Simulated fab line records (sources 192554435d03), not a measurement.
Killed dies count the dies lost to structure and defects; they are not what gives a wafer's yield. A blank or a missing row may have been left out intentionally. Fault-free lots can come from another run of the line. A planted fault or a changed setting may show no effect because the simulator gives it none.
fab line records	flow n5_finfet	part 1 of 2: steps 1 to 22 of 29
record lots=5	wafers=15	last_day=17
route steps=1938 shown BEOL_M14@1767 BEOL_M15@1773
lots with no fault: from the same line, run without faults
start_h: hours from the record's opening day to when the first of the lot's shown wafers began	wait_h: hours from the lot's prior step to this one	" as in the row above	L1.1+2: several wafers, shown together as one row	- either no value or no given start	* or withheld: withheld	< > ~ a bound
route shown NAME@n: NAME is a module with steps in the file, n the number in the route of the first one	usual: mean/standard deviation of fault-free wafers	same: alike in all rows	chamber/n: place in a boat	sites: per-site readings	_std_site: how widely they spread, as a standard deviation	_edge_site: outer sites' mean less inner sites'	radius_mm: for every site, how far away it sits from the centre of the wafer	mask NAME#n: copy n	behind: the tool/chamber that last shaped the wafer	hold: why the lot was held/for how many hours/how that ended	device: the n, p or np transistor that did not switch	end of line: tests run on the same wafers once the route is complete	step lacking rows: just its recipe	killed: dies lost to structure and defects at the first sort, not the wafer's yield	map: a wafer's dies, marking killed ones x, the rest . and places with no die _
set.NAME: the setting the step ran with; set.NAME@STEP: the setting that earlier step ran with	model.NAME: the simulator's own value behind a step, which no gauge read
a table for each step, a row for each wafer; lots at some steps of the route
services: from which hour (start_h, from the record's first day; less than 0 if before it) a tool's chamber was out of use, for how many hours, and why
## steps
# step N5_BEOL_M14_CMP_49
# recipe stop_on=SiO2	t_overpolish_s=5.2	down_force_psi=2	platen_rpm=80	clearing_platen_down_force_psi=2	clearing_platen_rpm=80	post_cmp_clean=cu_alkaline	target_thk_nm=560	clearing_platen_pad_velocity_m_s=1.5917	pad_velocity_m_s=1.5917
# usual barrier_field_endpoint_s=11.3/0.42	motor_current_A=8.2/0.8	overpolish_run_s=5.198/0.0095	platen_rpm=80.00/0.056	time_to_endpoint_s=122/7.6
lot.wafer	tool	chamber	start_h	wait_h	barrier_field_endpoint_s	motor_current_A	overpolish_run_s	platen_rpm	time_to_endpoint_s
L074.1	cmp-01	2	240.87	0.5	11.5	9.0	5.201	80.01	126
L074.2	"	3	"	"	11.9	8.4	5.196	79.90	128
L074.6	"	1	"	"	11.3	9.6	5.194	80.01	117
L075.4	cmp-01	0	255.17	0.2	11.5	8.4	5.204	80.06	124
L075.5	"	1	"	"	11.5	9.3	5.198	79.97	124
L075.6	"	2	"	"	11.9	9.0	5.201	80.18	128
L076.4	cmp-02	0	255.21	0.1	11.2	7.7	5.200	79.91	120
L076.1	"	2	"	"	11.1	7.6	5.188	80.00	115
L076.5	"	1	"	"	10.7	8.3	5.192	80.04	115
L088.3	cmp-02	2	332.29	0.2	10.9	7.1	5.197	80.03	115
L088.2	"	3	"	"	11.9	7.8	5.219	80.05	136
L088.6	"	2	"	"	10.8	7.7	5.211	80.03	115
L096.3	cmp-03	0	383.45	0.2	11.2	7.9	5.211	80.01	118
L096.4	"	1	"	"	11.1	7.1	5.189	80.01	113
L096.2	"	3	"	"	11.2	8.9	5.185	79.97	119
# step N5_BEOL_M14_THK_MEAS_50
# recipe thk_meas_gauge=xrf	reads=Cu_of_BEOL_M14_ECD_47
# usual M14_THK=566/19
lot.wafer	tool	chamber	start_h	wait_h	M14_THK[nm]
L074.1	film_metro-01	-	241.12	-	598
L074.2	"	-	"	"	561
L074.6	"	-	"	"	589
L075.4	film_metro-02	-	255.35	-	590
L075.5	"	-	"	"	563
L075.6	"	-	"	"	543
L076.1	film_metro-01	-	255.51	-	545
L076.4	"	-	"	"	570
L076.5	"	-	"	"	542
L088.2	film_metro-02	-	332.55	-	591
L088.3	"	-	"	"	558
L088.6	"	-	"	"	590
L096.2	film_metro-02	-	383.75	-	542
L096.3	"	-	"	"	587
L096.4	"	-	"	"	535
# step N5_BEOL_M14_PRE_CLEAN_52
# recipe gas=NH3	time_s=15	temp_c=withheld	rf_power_w=300
lot.wafer	tool	chamber	start_h	wait_h	since_wet_clean_h
L074.1	pecvd-04	1	241.16	0.0	1851
L074.2	"	2	"	"	372
L074.6	"	2	"	"	-
L075.4	pecvd-01	1	255.40	0.0	-
L075.5	"	0	"	"	-
L075.6	"	2	"	"	-
L076.1	pecvd-01	1	255.54	0.0	2047
L076.4	"	0	"	"	-
L076.5	"	1	"	"	-
L088.2	pecvd-03	2	332.59	0.0	101
L088.3	"	1	"	"	1580
L088.6	"	2	"	"	-
L096.2	pecvd-01	2	383.78	0.0	696
L096.3	"	0	"	"	1450
L096.4	"	0	"	"	-
# step N5_BEOL_M14_DEP_53
# recipe material=SiCN	target_thk_a=500	temp_c=withheld	precursor=3MS/NH3	pressure_torr=3	rf_w=675	time_s=17.8
# usual chamber_pressure_Torr=2.999/0.0067	showerhead_plenum_p_Torr=4.180/0.017	throttle_valve_pct=18.5/0.94
lot.wafer	tool	chamber	start_h	wait_h	chamber_pressure_Torr	showerhead_plenum_p_Torr	since_wet_clean_h	throttle_valve_pct
L074.1	pecvd-04	1	241.19	0.0	2.997	4.186	1851	18.6
L074.2	"	2	"	"	3.007	4.179	372	17.1
L074.6	"	2	"	"	2.995	4.177	-	17.1
L075.4	pecvd-01	1	255.43	0.0	2.995	4.183	-	18.2
L075.5	"	0	"	"	2.988	4.215	-	20.0
L075.6	"	2	"	"	2.994	4.185	-	19.0
L076.1	pecvd-01	1	255.57	0.0	2.998	4.185	2047	18.0
L076.4	"	0	"	"	2.994	4.207	-	19.7
L076.5	"	1	"	"	2.986	4.186	-	18.1
L088.2	pecvd-03	2	332.61	0.0	3.013	4.141	101	16.8
L088.3	"	1	"	"	3.006	4.179	1580	19.4
L088.6	"	2	"	"	3.012	4.155	-	16.8
L096.2	pecvd-01	2	383.81	0.0	2.987	4.177	696	19.1
L096.3	"	0	"	"	2.999	4.199	1450	19.8
L096.4	"	0	"	"	3.000	4.212	-	19.6
# step N5_BEOL_M14_RS_MEAS_54
# recipe thk_meas_gauge=four-point-probe	reads=Cu_of_BEOL_M14_ECD_47+Ta_of_BEOL_M14_SPUTTER_44+TaN_of_BEOL_M14_SPUTTER_43
# usual M14_RS=0.0337/0.0011
lot.wafer	tool	chamber	start_h	wait_h	M14_RS[ohm/sq]
L074.1	film_metro-02	-	241.25	0.0	0.0322
L074.2	"	-	"	"	0.0342
L074.6	"	-	"	"	0.0328
L075.4	film_metro-02	-	255.48	0.0	0.0320
L075.5	"	-	"	"	0.0337
L075.6	"	-	"	"	0.0349
L076.1	film_metro-01	-	255.64	0.0	0.0353
L076.4	"	-	"	"	0.0338
L076.5	"	-	"	"	0.0353
L088.2	film_metro-01	-	332.68	0.1	0.0323
L088.3	"	-	"	"	0.0337
L088.6	"	-	"	"	0.0324
L096.2	film_metro-01	-	383.88	0.1	0.0353
L096.3	"	-	"	"	0.0323
L096.4	"	-	"	"	0.0354
# step N5_BEOL_M14_INSPECT_55
# recipe inspect_instrument=darkfield	mode=post_dep
# usual raw_defect_count=70/22
lot.wafer	tool	chamber	start_h	wait_h	raw_defect_count
L074.1	defect_inspect-02	-	241.28	0.0	43
L074.2	"	-	"	"	76
L074.6	"	-	"	"	44
L075.4	defect_inspect-01	-	255.51	0.0	109
L075.5	"	-	"	"	60
L075.6	"	-	"	"	96
L076.1	defect_inspect-01	-	255.66	0.0	90
L076.4	"	-	"	"	58
L076.5	"	-	"	"	70
L088.2	defect_inspect-02	-	332.70	0.0	80
L088.3	"	-	"	"	169
L088.6	"	-	"	"	98
L096.2	defect_inspect-01	-	383.90	0.0	51
L096.3	"	-	"	"	45
L096.4	"	-	"	"	40
# step N5_BEOL_M15_ILD_DEP_00
# recipe material=SiO2	target_thk_a=16293	temp_c=400	precursor=TEOS/O2	pressure_torr=6.5	rf_w=900	teos_flow_sccm=161.4	gas=O2	flow_sccm=2650	time_s=346.1
# usual chamber_pressure_Torr=6.501/0.014	heater_power_w=536/100	showerhead_plenum_p_Torr=8.35/0.04	throttle_valve_pct=19.1/1
lot.wafer	tool	chamber	start_h	wait_h	chamber_pressure_Torr	heater_power_w	showerhead_plenum_p_Torr	since_wet_clean_h	throttle_valve_pct
L074.1	pecvd-03	0	241.31	0.0	6.520	549	8.35	764	18.6
L074.2	"	2	"	"	6.512	493	8.33	10	17.5
L074.6	"	2	"	"	6.524	397	8.35	-	17.5
L075.4	pecvd-02	0	255.65	0.1	6.498	493	8.35	-	19.1
L075.5	"	2	"	"	6.521	354	8.28	-	17.3
L075.6	"	1	"	"	6.490	740	8.32	-	19.7
L076.1	pecvd-03	2	255.70	0.0	6.491	507	8.34	24	17.3
L076.4	"	2	"	"	6.515	405	8.31	-	17.3
L076.5	"	1	"	"	6.485	375	8.36	-	20.4
L088.2	pecvd-03	0	332.74	0.0	6.511	604	8.34	855	18.8
L088.3	"	2	"	"	6.487	489	8.33	101	17.5
L088.6	"	0	"	"	6.515	673	8.33	-	18.8
L096.2	pecvd-03	2	383.94	0.0	6.501	434	8.36	153	17.4
L096.3	"	1	"	"	6.493	509	8.36	1632	20.0
L096.4	"	1	"	"	6.482	387	8.39	-	20.3
# step N5_BEOL_M15_THK_MEAS_01
# recipe reads=SiO2_of_BEOL_M15_ILD_DEP_00
# usual M15_ILD_THK=1629/29
lot.wafer	tool	chamber	start_h	wait_h	M15_ILD_THK[nm]
L074.1	film_metro-01	-	241.56	0.1	1613
L074.2	"	-	"	"	1610
L074.6	"	-	"	"	1639
L075.4	film_metro-01	-	255.79	0.0	1647
L075.5	"	-	"	"	1658
L075.6	"	-	"	"	1647
L076.1	film_metro-02	-	255.95	0.1	1624
L076.4	"	-	"	"	1660
L076.5	"	-	"	"	1683
L088.2	film_metro-01	-	332.99	0.1	1638
L088.3	"	-	"	"	1615
L088.6	"	-	"	"	1650
L096.2	film_metro-01	-	384.19	0.1	1598
L096.3	"	-	"	"	1640
L096.4	"	-	"	"	1670
# step N5_BEOL_M15_COAT_58
# recipe resist=BARC	temp_c=205	time_s=60	spin_rpm=1500	resist_thk_nm=89
# usual plate_temp_C=205.02/0.15	spin_speed_rpm=1500.1/0.9
lot.wafer	tool	chamber	start_h	wait_h	plate_temp_C	spin_speed_rpm
L074.1	litho_track-02	0	241.60	0.0	205.08	1501.0
L074.2	"	0	"	"	204.93	1499.7
L074.6	"	0	"	"	205.03	1498.4
L075.4	litho_track-01	0	255.82	0.0	204.83	1500.3
L075.5	"	0	"	"	204.72	1500.0
L075.6	"	0	"	"	204.92	1499.9
L076.1	litho_track-01	0	255.98	0.0	205.15	1500.8
L076.4	"	0	"	"	205.06	1500.1
L076.5	"	0	"	"	205.31	1498.3
L088.2	litho_track-02	0	333.02	0.0	204.98	1500.4
L088.3	"	0	"	"	205.14	1500.2
L088.6	"	0	"	"	204.91	1499.8
L096.2	litho_track-01	0	384.22	0.0	204.92	1499.8
L096.3	"	0	"	"	205.11	1499.2
L096.4	"	0	"	"	205.01	1501.1
# step N5_BEOL_M15_COAT_04
# recipe spin_rpm=1704	resist_thk_nm=800
# usual spin_speed_rpm=1704.0/1.1
lot.wafer	tool	chamber	start_h	wait_h	spin_speed_rpm
L074.1	litho_track-02	0	-	-	1705.8
L074.2	"	0	"	"	1703.3
L074.6	"	0	"	"	1703.6
L075.4	litho_track-01	0	-	-	1702.2
L075.5	"	0	"	"	1703.5
L075.6	"	0	"	"	1702.7
L076.1	litho_track-01	0	-	-	1704.4
L076.4	"	0	"	"	1702.7
L076.5	"	0	"	"	1704.7
L088.2	litho_track-02	0	-	-	1703.3
L088.3	"	0	"	"	1704.9
L088.6	"	0	"	"	1704.2
L096.2	litho_track-01	0	-	-	1703.2
L096.3	"	0	"	"	1702.3
L096.4	"	0	"	"	1702.0
# step N5_BEOL_M15_EBR_06
# recipe solvent=PGMEA	ebr_width_mm=1.5
# same ebr_width_mm=1.5
lot.wafer	tool	chamber	start_h	wait_h
L074.1+2+6	litho_track-02	0	-	-
L075.4+5+6	litho_track-01	0	-	-
L076.1+4+5	litho_track-01	0	-	-
L088.2+3+6	litho_track-02	0	-	-
L096.2+3+4	litho_track-01	0	-	-
# step N5_BEOL_M15_SOFTBAKE_05
# recipe temp_c=130	time_s=60
# usual plate_temp_C=130.02/0.14
lot.wafer	tool	chamber	start_h	wait_h	plate_temp_C
L074.1	litho_track-02	0	-	-	130.08
L074.2	"	0	"	"	130.01
L074.6	"	0	"	"	129.98
L075.4	litho_track-01	0	-	-	129.80
L075.5	"	0	"	"	129.82
L075.6	"	0	"	"	129.87
L076.1	litho_track-01	0	-	-	129.89
L076.4	"	0	"	"	130.12
L076.5	"	0	"	"	130.13
L088.2	litho_track-02	0	-	-	129.97
L088.3	"	0	"	"	129.98
L088.6	"	0	"	"	130.10
L096.2	litho_track-01	0	-	-	129.92
L096.3	"	0	"	"	129.79
L096.4	"	0	"	"	130.06
# step N5_BEOL_M15_EXPOSE_07
# recipe mask_id=V14	na=0.8	source_shape=annular	sigma_inner=0.5	sigma_outer=0.8	polarization=unpolarized	attpsm_phase_deg=180	dose_mj=41.25
lot.wafer	tool	chamber	start_h	wait_h	mask
L074.1+2+6	krf_scanner-01	0	241.84	-	V14#0
L075.4+5+6	krf_scanner-01	0	255.94	-	V14#0
L076.1+4+5	krf_scanner-02	0	256.20	-	V14#0
L088.2+3+6	krf_scanner-02	0	333.25	-	V14#0
L096.2+3+4	krf_scanner-01	0	384.45	-	V14#0
# step N5_BEOL_M15_PEB_08
# recipe peb_temp_c=130	peb_time_s=90
# usual plate_temp_C=129.98/0.13
lot.wafer	tool	chamber	start_h	wait_h	plate_temp_C
L074.1	litho_track-02	0	241.90	0.1	130.00
L074.2	"	0	"	"	130.04
L074.6	"	0	"	"	129.96
L075.4	litho_track-05	0	255.98	0.0	130.03
L075.5	"	0	"	"	129.92
L075.6	"	0	"	"	129.89
L076.1	litho_track-05	0	256.26	0.1	129.83
L076.4	"	0	"	"	129.95
L076.5	"	0	"	"	130.07
L088.2	litho_track-02	0	333.30	0.0	129.95
L088.3	"	0	"	"	129.82
L088.6	"	0	"	"	130.03
L096.2	litho_track-01	0	384.50	0.0	129.79
L096.3	"	0	"	"	129.95
L096.4	"	0	"	"	130.13
# step N5_BEOL_M15_DEVELOP_09
# recipe develop_time_s=45	rinse_liquid=diw	dry=air_spin	dev_temp_c=21
lot.wafer	tool	chamber	start_h	wait_h
L074.1+2+6	litho_track-02	0	-	-
L075.4+5+6	litho_track-05	0	-	-
L076.1+4+5	litho_track-05	0	-	-
L088.2+3+6	litho_track-02	0	-	-
L096.2+3+4	litho_track-01	0	-	-
# step N5_BEOL_M15_HARDBAKE_14
# recipe temp_c=130	time_s=120
# usual plate_temp_C=130.01/0.17
lot.wafer	tool	chamber	start_h	wait_h	plate_temp_C
L074.1	litho_track-02	0	-	-	129.89
L074.2	"	0	"	"	129.80
L074.6	"	0	"	"	129.90
L075.4	litho_track-05	0	-	-	130.02
L075.5	"	0	"	"	130.10
L075.6	"	0	"	"	130.13
L076.1	litho_track-05	0	-	-	130.05
L076.4	"	0	"	"	130.07
L076.5	"	0	"	"	130.10
L088.2	litho_track-02	0	-	-	129.83
L088.3	"	0	"	"	129.91
L088.6	"	0	"	"	129.58
L096.2	litho_track-01	0	-	-	130.04
L096.3	"	0	"	"	130.12
L096.4	"	0	"	"	129.97
# step N5_BEOL_M15_CD_MEAS_10
# recipe target_cd_nm=360	landing_energy_ev=500	detector=se_inlens	polarity=opening
# usual cd_nm=360.6/2.4
lot.wafer	tool	chamber	start_h	wait_h	cd_nm
L074.1	cd_sem-01	0	242.01	-	363.2
L074.2	"	0	"	"	363.7
L074.6	"	0	"	"	359.4
L075.4	cd_sem-02	0	256.10	-	359.3
L075.5	"	0	"	"	361.2
L075.6	"	0	"	"	360.8
L076.1	cd_sem-03	0	256.38	-	361.8
L076.4	"	0	"	"	359.7
L076.5	"	0	"	"	361.4
L088.2	cd_sem-03	0	333.42	-	363.1
L088.3	"	0	"	"	360.7
L088.6	"	0	"	"	364.9
L096.2	cd_sem-02	0	384.62	-	358.6
L096.3	"	0	"	"	357.6
L096.4	"	0	"	"	363.4
# step N5_BEOL_M15_OVL_MEAS_11
# recipe points_per_wafer=44
# usual V14_OVL=0/5.2
lot.wafer	tool	chamber	start_h	wait_h	V14_OVL[nm]
L074.1	overlay-02	0	242.04	0.0	2
L074.2	"	0	"	"	-3
L074.6	"	0	"	"	0
L075.4	overlay-01	0	256.13	0.0	5
L075.5	"	0	"	"	0
L075.6	"	0	"	"	-3
L076.1	overlay-01	0	256.41	0.0	-3
L076.4	"	0	"	"	-1
L076.5	"	0	"	"	-1
L088.2	overlay-01	0	333.45	0.0	-1
L088.3	"	0	"	"	1
L088.6	"	0	"	"	3
L096.2	overlay-02	0	384.65	0.0	-1
L096.3	"	0	"	"	-4
L096.4	"	0	"	"	-5
# step N5_BEOL_M15_INSPECT_12
# recipe mode=adi	inspect_instrument=macro
# usual raw_defect_count=1.9/1.3
lot.wafer	tool	chamber	start_h	wait_h	raw_defect_count
L074.1	defect_inspect-01	-	242.07	0.0	1
L074.2	"	-	"	"	2
L074.6	"	-	"	"	0
L075.4	defect_inspect-01	-	256.15	0.0	2
L075.5	"	-	"	"	2
L075.6	"	-	"	"	2
L076.1	defect_inspect-01	-	256.43	0.0	1
L076.4	"	-	"	"	2
L076.5	"	-	"	"	2
L088.2	defect_inspect-02	-	333.48	0.0	0
L088.3	"	-	"	"	2
L088.6	"	-	"	"	1
L096.2	defect_inspect-01	-	384.67	0.0	4
L096.3	"	-	"	"	2
L096.4	"	-	"	"	2
# step N5_BEOL_M15_DESCUM_15
# recipe chemistry=O2	time_s=7.9	source_power_w=50	bias_power_w=20	pressure_mtorr=20	rf_frequency_hz=2.712e+07	temp_c=40	o2_flow_sccm=225
# usual drypump_motor_current_A=5.7/0.36	oes_product_au=0.82/0.068	rf_vpp_V=243.4/1.2	showerhead_plenum_p_Torr=2.11/0.049	throttle_valve_pct=20.30/0.29
lot.wafer	tool	chamber	start_h	wait_h	drypump_motor_current_A	oes_product_au	rf_hours_counter_h	rf_vpp_V	showerhead_plenum_p_Torr	throttle_valve_pct
L074.1	rie_diel-05	3	242.10	0.0	5.8	0.86	23	243.0	2.12	19.72
L074.2	"	2	"	"	5.7	0.89	43	243.2	2.12	20.05
L074.6	"	1	"	"	5.6	0.85	-	243.9	2.13	20.27
L075.4	rie_diel-05	1	256.18	0.0	5.6	0.83	68	242.9	2.12	20.30
L075.5	"	1	"	"	5.6	0.84	-	242.1	2.12	20.28
L075.6	"	0	"	"	5.0	0.68	-	245.5	2.16	20.41
L076.1	rie_diel-01	2	256.47	0.0	5.8	0.86	57	242.5	2.07	20.82
L076.4	"	0	"	"	5.6	0.96	1	243.3	2.05	20.09
L076.5	"	3	"	"	6.2	0.89	-	242.0	2.05	20.07
L088.2	rie_diel-01	3	333.51	0.0	6.2	0.85	49	242.9	2.04	20.11
L088.3	"	2	"	"	5.8	0.82	81	242.3	2.06	20.85
L088.6	"	1	"	"	5.7	0.80	-	245.9	2.21	20.55
L096.2	rie_diel-01	1	384.71	0.0	5.7	0.79	124	244.5	2.20	20.55
L096.3	"	2	"	"	5.8	0.81	97	240.3	2.06	20.86
L096.4	"	0	"	"	5.6	0.84	45	242.5	2.04	20.14
# step N5_BEOL_M15_ETCH_59
# recipe chemistry=N2/H2	target=BARC	target_depth_a=890	overetch_a=267	time_s=67.9	ion_energy_ev=200	pressure_mtorr=30	source_w=840	bias_w=150	n2_flow_sccm=200	h2_flow_sccm=200
# usual drypump_motor_current_A=5.7/0.36	oes_product_au=0.70/0.058	rf_vpp_V=524.6/1.9	showerhead_plenum_p_Torr=2.56/0.069	throttle_valve_pct=17.69/0.27
lot.wafer	tool	chamber	start_h	wait_h	drypump_motor_current_A	oes_product_au	rf_hours_counter_h	rf_vpp_V	showerhead_plenum_p_Torr	throttle_valve_pct
L074.1	rie_diel-05	3	242.14	0.0	5.8	0.76	23	526.0	2.58	17.09
L074.2	"	2	"	"	5.7	0.75	43	524.3	2.57	17.54
L074.6	"	1	"	"	5.6	0.71	-	525.4	2.58	17.76
L075.4	rie_diel-05	1	256.22	0.0	5.6	0.71	68	525.5	2.58	17.75
L075.5	"	1	"	"	5.6	0.72	-	525.1	2.58	17.76
L075.6	"	0	"	"	5.0	0.59	-	525.2	2.61	17.85
L076.1	rie_diel-01	2	256.50	0.0	5.8	0.73	57	523.4	2.47	17.94
L076.4	"	0	"	"	5.6	0.82	1	522.6	2.48	17.38
L076.5	"	3	"	"	6.2	0.77	-	523.8	2.50	17.60
L088.2	rie_diel-01	3	333.55	0.0	6.2	0.72	49	521.3	2.49	17.65
L088.3	"	2	"	"	5.8	0.70	81	522.1	2.46	17.99
L088.6	"	1	"	"	5.7	0.68	-	528.8	2.67	18.03
L096.2	rie_diel-01	1	384.74	0.0	5.7	0.67	124	527.5	2.67	18.07
L096.3	"	2	"	"	5.8	0.68	97	521.1	2.45	18.02
L096.4	"	0	"	"	5.6	0.73	45	521.6	2.46	17.44
# step N5_BEOL_M15_VIA_ETCH_16
# recipe chemistry=C4F8/O2/Ar	target=SiO2	he_inner_torr=15	he_outer_torr=30	target_depth_a=17922	time_s=withheld	ion_energy_ev=800	pressure_mtorr=20	source_w=1905	bias_w=2040	Ar_flow_sccm=400	C4F8_flow_sccm=16	O2_flow_sccm=12	ends=cleared
# usual drypump_motor_current_A=5.7/0.36	oes_product_au=0.74/0.062	rf_vpp_V=2216/41	showerhead_plenum_p_Torr=3.47/0.072	throttle_valve_pct=30.76/0.26
lot.wafer	tool	chamber	start_h	wait_h	drypump_motor_current_A	oes_product_au	rf_vpp_V	showerhead_plenum_p_Torr	throttle_valve_pct
L074.1	rie_diel-05	3	242.19	0.0	5.8	0.78	2201	3.56	30.57
L074.2	"	2	"	"	5.7	0.79	2286	3.47	30.39
L074.6	"	1	"	"	5.6	0.76	2186	3.52	30.91
L075.4	rie_diel-05	1	256.27	0.0	5.6	0.75	2185	3.51	30.90
L075.5	"	1	"	"	5.6	0.75	2186	3.51	30.91
L075.6	"	0	"	"	5.0	0.63	2198	3.55	30.92
L076.1	rie_diel-01	2	256.55	0.0	5.8	0.76	2227	3.38	31.25
L076.4	"	0	"	"	5.7	0.87	2185	3.38	30.52
L076.5	"	3	"	"	6.2	0.81	2156	3.40	30.75
L088.2	rie_diel-01	3	333.60	0.0	6.2	0.77	2157	3.39	30.78
L088.3	"	2	"	"	5.8	0.75	2227	3.36	31.28
L088.6	"	1	"	"	5.7	0.71	2248	3.57	30.80
L096.2	rie_diel-01	1	384.79	0.0	5.7	0.70	2248	3.57	30.83
L096.3	"	2	"	"	5.8	0.74	2226	3.36	31.30
L096.4	"	0	"	"	5.6	0.76	2182	3.36	30.57
